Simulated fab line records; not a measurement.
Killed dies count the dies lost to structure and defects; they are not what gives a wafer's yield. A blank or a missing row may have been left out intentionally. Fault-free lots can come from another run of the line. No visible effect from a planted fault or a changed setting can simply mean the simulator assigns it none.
fab line records	flow n5_finfet
record lots=11	wafers=32	last_day=19
route steps=1938 shown BEOL_M6@1230
lots that met no fault: from a run of the same line without faults
start_h: start of the lot's first displayed wafer, in hours after the record's first day	wait_h: how many hours have passed since the lot's step before this one	" identical to the entry in the row above	L1.1+2: several wafers, shown together as one row	- no value, or no start was given	* or withheld: withheld	< > ~ a bound
route shown NAME@n: names a module that has steps shown in the file, with the first one's number in the route	usual: average and standard deviation across the fault-free wafers	same: alike in all rows	chamber/n: place in a boat	sites: readings site by site	_std_site: standard deviation across them	_edge_site: inner sites' mean taken away from outer sites' mean	radius_mm: how far each site lies from the wafer's centre	mask NAME#n: copy n	behind: the last tool/chamber to shape the wafer	hold: what put the lot on hold/how long, in hours/how the hold closed	device: which transistor (n, p or np) failed to switch	end of line: the route-end tests of the same wafers	a step with no rows: only its recipe	killed: at the first sort, the dies lost to defects and structure; wafer yield is something else	map: shows each die of a wafer: x if killed, . if not, _ if none is there
set.NAME: the setting as run; set.NAME@STEP: as run at that earlier step	model.NAME: the simulator's own value behind a step, which no gauge read
route steps across a sampled set of lots; one table per step, one row per wafer
services: the hour from which a tool's chamber was out of use, counted from the record's first day as start_h (under 0 if before that day), plus the number of hours and why
## steps
# step N5_BEOL_M6_DESCUM_33
# recipe chemistry=O2	time_s=7	source_power_w=50	bias_power_w=20	pressure_mtorr=20	rf_frequency_hz=2.712e+07	temp_c=40	resist=CAR-EUV	o2_flow_sccm=225
# usual drypump_motor_current_A=6.0/0.4	oes_product_au=0.81/0.079	rf_vpp_V=243.2/1.6	showerhead_plenum_p_Torr=2.10/0.085	throttle_valve_pct=20.41/0.21
lot.wafer	tool	chamber	start_h	wait_h	drypump_motor_current_A	oes_product_au	rf_hours_counter_h	rf_vpp_V	showerhead_plenum_p_Torr	throttle_valve_pct
L550.3	rie_diel-02	0	192.89	0.9	6.4	0.72	191	241.5	1.99	20.58
L550.4	"	2	"	"	6.0	0.78	-	245.1	2.19	20.33
L550.6	"	0	"	"	6.4	0.72	-	241.5	1.99	20.59
L551.2	rie_diel-04	1	200.19	0.0	6.3	0.88	47	243.3	2.12	20.35
L551.4	"	2	"	"	6.3	0.70	209	241.0	1.99	20.89
L551.5	"	0	"	"	6.3	0.94	-	243.3	2.07	20.23
L553.1	rie_diel-04	2	209.14	0.3	6.3	0.72	212	242.1	1.98	20.88
L553.2	"	1	"	"	6.3	0.88	51	243.6	2.12	20.33
L553.6	"	0	"	"	6.3	0.93	-	243.9	2.07	20.22
L556.2	rie_diel-02	2	215.75	0.0	6.0	0.78	149	242.6	2.19	20.34
L556.3	"	1	"	"	6.2	0.87	25	246.2	2.23	20.20
L556.4	"	0	"	"	6.4	0.72	201	242.6	1.99	20.60
L555.2	rie_diel-03	3	219.96	0.0	5.4	0.82	62	245.8	2.21	20.14
L555.3	"	2	"	"	5.1	0.70	216	242.3	2.06	20.41
L555.5	"	3	"	"	5.4	0.81	-	244.9	2.21	20.16
L558.1	rie_diel-02	0	228.66	0.3	6.4	0.71	207	240.7	1.99	20.62
L558.2	"	3	"	"	6.3	0.88	58	243.3	2.12	20.38
L558.4	"	2	"	"	6.0	0.78	152	245.4	2.19	20.36
L559.2	rie_diel-02	2	311.79	0.0	6.0	0.76	181	244.7	2.18	20.40
L559.4	"	1	"	"	6.2	0.83	59	244.3	2.22	20.26
L559.6	"	3	"	"	6.4	0.84	-	243.0	2.11	20.44
L563.3	rie_diel-03	3	320.14	0.0	5.4	0.78	96	244.6	2.20	20.21
L563.5	"	1	"	"	5.9	0.79	-	243.4	2.10	20.67
L563.6	"	3	"	"	5.4	0.79	-	245.0	2.20	20.21
L566.2	rie_diel-02	1	321.28	0.0	6.2	0.83	62	245.0	2.22	20.27
L566.6	"	2	"	"	6.0	0.75	-	243.2	2.18	20.39
L565.1	rie_diel-04	3	334.88	0.0	5.3	0.81	78	241.2	2.03	20.18
L565.2	"	1	"	"	6.3	0.83	88	242.8	2.10	20.39
L565.3	"	2	"	"	6.3	0.68	250	240.8	1.97	20.93
L571.1	rie_diel-04	1	356.41	0.0	6.3	0.83	96	244.2	2.10	20.40
L571.3	"	2	"	"	6.3	1.00	0	246.2	2.24	20.62
L571.6	"	0	"	"	6.3	0.86	-	240.9	2.05	20.29
# step N5_BEOL_M6_ETCH_72
# recipe chemistry=N2/H2	target=underlayer	target_depth_a=65	mask_material=CAR-EUV	time_s=5.2	ion_energy_ev=200	pressure_mtorr=30	source_w=840	bias_w=150	n2_flow_sccm=200	h2_flow_sccm=200	ends=cleared
# usual drypump_motor_current_A=6.0/0.4	etch_rf_on_time_s=5.14/0.15	n2_flow_sccm=200.1/0.62	oes_product_au=0.69/0.069	rf_vpp_V=524/3.1	showerhead_plenum_p_Torr=2.55/0.11	throttle_valve_pct=17.83/0.25
lot.wafer	tool	chamber	start_h	wait_h	drypump_motor_current_A	etch_rf_on_time_s	n2_flow_sccm	oes_product_au	rf_hours_counter_h	rf_vpp_V	showerhead_plenum_p_Torr	throttle_valve_pct
L550.3	rie_diel-02	0	192.92	0.0	6.4	5.21	201.2	0.62	191	523	2.43	18.09
L550.4	"	2	"	"	6.0	4.87	199.8	0.69	-	526	2.65	17.73
L550.6	"	0	"	"	6.4	5.22	201.1	0.61	-	521	2.43	18.12
L551.2	rie_diel-04	1	200.23	0.0	6.3	5.08	200.7	0.76	47	525	2.59	17.79
L551.4	"	2	"	"	6.3	5.17	200.7	0.62	209	519	2.41	18.24
L551.5	"	0	"	"	6.3	5.09	200.2	0.81	-	521	2.48	17.45
L553.1	rie_diel-04	2	209.17	0.0	6.3	5.16	200.3	0.61	212	519	2.41	18.25
L553.2	"	1	"	"	6.3	5.10	200.8	0.75	51	525	2.59	17.76
L553.6	"	0	"	"	6.3	5.09	200.9	0.78	-	523	2.48	17.46
L556.2	rie_diel-02	2	215.78	0.0	6.0	4.79	199.1	0.69	149	527	2.65	17.73
L556.3	"	1	"	"	6.2	5.12	200.1	0.76	25	529	2.72	17.64
L556.4	"	0	"	"	6.4	5.28	200.4	0.61	201	519	2.42	18.11
L555.2	rie_diel-03	3	220.00	0.0	5.4	5.19	200.1	0.71	62	529	2.69	17.61
L555.3	"	2	"	"	5.1	5.34	200.3	0.59	216	522	2.53	18.12
L555.5	"	3	"	"	5.4	5.14	200.7	0.70	-	527	2.69	17.63
L558.1	rie_diel-02	0	228.70	0.0	6.3	5.22	199.0	0.61	207	519	2.42	18.12
L558.2	"	3	"	"	6.3	5.15	200.0	0.73	58	524	2.60	18.00
L558.4	"	2	"	"	6.0	4.84	199.6	0.68	152	528	2.65	17.73
L559.2	rie_diel-02	2	311.83	0.0	6.0	4.87	200.6	0.66	181	527	2.63	17.79
L559.4	"	1	"	"	6.2	5.16	198.6	0.72	59	531	2.70	17.72
L559.6	"	3	"	"	6.3	5.25	200.1	0.69	-	526	2.58	18.03
L563.3	rie_diel-03	3	320.17	0.0	5.4	5.17	200.4	0.68	96	528	2.68	17.66
L563.5	"	1	"	"	5.9	5.37	199.7	0.65	-	523	2.54	17.95
L563.6	"	3	"	"	5.4	5.17	199.7	0.67	-	527	2.68	17.70
L566.2	rie_diel-02	1	321.31	0.0	6.2	5.21	199.8	0.71	62	529	2.70	17.73
L566.6	"	2	"	"	6.0	4.87	199.7	0.66	-	525	2.63	17.80
L565.1	rie_diel-04	3	334.91	0.0	5.3	5.01	200.0	0.71	78	522	2.46	17.52
L565.2	"	1	"	"	6.3	5.10	199.5	0.72	88	526	2.57	17.84
L565.3	"	2	"	"	6.3	5.23	200.0	0.59	250	520	2.39	18.31
L571.1	rie_diel-04	1	356.45	0.0	6.3	5.02	200.8	0.72	96	524	2.56	17.86
L571.3	"	2	"	"	6.3	5.11	200.5	0.86	0	528	2.71	17.91
L571.6	"	0	"	"	6.3	5.05	200.2	0.73	-	524	2.46	17.50
# step N5_BEOL_M6_CD_MEAS_35
# recipe target_cd_nm=40	target_cd_y_nm=28	polarity=opening
# usual cd_nm=40.2/0.6
lot.wafer	tool	chamber	start_h	wait_h	cd_nm
L550.3	cd_sem-01	-	193.47	0.0	40.4
L550.4	"	-	"	"	40.5
L550.6	"	-	"	"	40.9
L551.2	cd_sem-02	-	200.77	0.0	39.6
L551.4	"	-	"	"	40.6
L551.5	"	-	"	"	39.6
L553.1	cd_sem-01	-	209.72	0.0	39.9
L553.2	"	-	"	"	40.4
L553.6	"	-	"	"	40.2
L556.2	cd_sem-03	-	216.33	0.0	40.9
L556.3	"	-	"	"	40.6
L556.4	"	-	"	"	39.9
L555.2	cd_sem-01	-	220.54	0.0	40.3
L555.3	"	-	"	"	39.9
L555.5	"	-	"	"	40.1
L558.1	cd_sem-03	-	229.25	0.0	40.5
L558.2	"	-	"	"	40.4
L558.4	"	-	"	"	41.0
L559.2	cd_sem-01	-	312.37	0.0	40.3
L559.4	"	-	"	"	41.2
L559.6	"	-	"	"	39.7
L563.3	cd_sem-02	-	320.72	0.0	39.6
L563.5	"	-	"	"	41.5
L563.6	"	-	"	"	40.0
L566.2	cd_sem-01	-	321.86	0.0	40.4
L566.6	"	-	"	"	40.2
L565.1	cd_sem-03	-	335.46	0.0	39.8
L565.2	"	-	"	"	40.0
L565.3	"	-	"	"	39.8
L571.1	cd_sem-02	-	356.99	0.0	40.0
L571.3	"	-	"	"	40.5
L571.6	"	-	"	"	39.8
# step N5_BEOL_M6_CVD_78
# recipe material=Co	target_thk_a=20	temp_c=withheld	precursor=CCTBA/H2	pressure_torr=30	time_s=142.3
# usual run_length_s=165.2/0.34
lot.wafer	tool	chamber	start_h	wait_h	run_length_s
L550.3	cvd_co-01	2	194.27	0.0	165.4
L550.4	"	1	"	"	164.5
L550.6	"	2	"	"	164.9
L551.2	cvd_co-01	1	202.14	0.1	164.8
L551.4	"	0	"	"	165.4
L551.5	"	2	"	"	165.0
L553.1	cvd_co-02	0	210.52	0.0	165.3
L553.2	"	2	"	"	165.1
L553.6	"	0	"	"	164.9
L556.2	cvd_co-01	0	217.49	0.1	165.2
L556.3	"	2	"	"	165.5
L556.4	"	2	"	"	165.0
L555.2	cvd_co-02	1	221.37	0.1	165.3
L555.3	"	2	"	"	165.6
L555.5	"	2	"	"	165.4
L558.1	cvd_co-02	1	230.08	0.0	165.0
L558.2	"	2	"	"	165.2
L558.4	"	0	"	"	164.9
L559.2	cvd_co-02	1	313.50	0.2	165.4
L559.4	"	2	"	"	165.3
L559.6	"	0	"	"	165.1
L563.3	cvd_co-02	2	321.99	0.2	165.1
L563.5	"	0	"	"	164.7
L563.6	"	1	"	"	167.8
L566.2	cvd_co-02	1	324.75	0.1	168.3
L566.6	"	2	"	"	168.2
L565.1	cvd_co-01	0	336.80	0.3	165.1
L565.2	"	2	"	"	164.9
L565.3	"	0	"	"	165.5
L571.1	cvd_co-01	1	357.94	0.1	165.0
L571.3	"	2	"	"	165.3
L571.6	"	0	"	"	165.3
## services
tool	chamber	start_h	hours	kind
cvd_co-01	-	177.96	0.5	repair
rie_diel-02	3	179.16	26.0	repair
cvd_co-02	-	180.74	0.7	repair
rie_diel-04	-	181.13	14.6	pm
cvd_co-01	0	228.17	7.7	repair
rie_diel-03	0	229.05	-	clean
rie_diel-03	0	229.05	-	consumable_replace:focus_ring
rie_diel-03	0	229.05	-	consumable_replace:showerhead
rie_diel-03	0	229.05	21.1	scheduled_down
rie_diel-03	0	229.05	21.1	vent_cycle
rie_diel-03	-	246.82	1.1	repair
rie_diel-04	0	253.23	8.6	repair
rie_diel-04	-	273.54	1.3	repair
cvd_co-01	-	323.24	2.8	repair
cvd_co-01	1	333.33	-	clean
cvd_co-01	1	333.33	22.0	scheduled_down
cvd_co-01	1	333.33	22.0	vent_cycle
rie_diel-04	2	335.69	-	clean
rie_diel-04	2	335.69	-	consumable_replace:focus_ring
rie_diel-04	2	335.69	-	consumable_replace:showerhead
rie_diel-04	2	335.69	20.3	scheduled_down
rie_diel-04	2	335.69	20.3	vent_cycle
cvd_co-02	-	337.23	3.6	repair
cvd_co-02	-	354.84	6.0	pm
## key
first_sign step=N5_BEOL_M6_CVD_78	reading=run_length_s	direction=up	sigmas=8.6	usual=*	struck=*
effect none on later readings
met_at N5_BEOL_M6_CVD_78
struck_lots L563,L566
struck_wafers L563.6,L566.2,L566.6
not_acting_at N5_BEOL_M6_DESCUM_33,N5_BEOL_M6_ETCH_72,N5_BEOL_M6_CD_MEAS_35
onset_between 313.50 321.99
fault kind=process_parameter_drift	tool=cvd_co-02	chamber=-	onset_h=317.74	steps=N5_BEOL_M6_CVD_78	channel=time_s	offset=*	shape=step	end_h=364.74	scope=struck_wafers_only	acts_in=*	stated=*
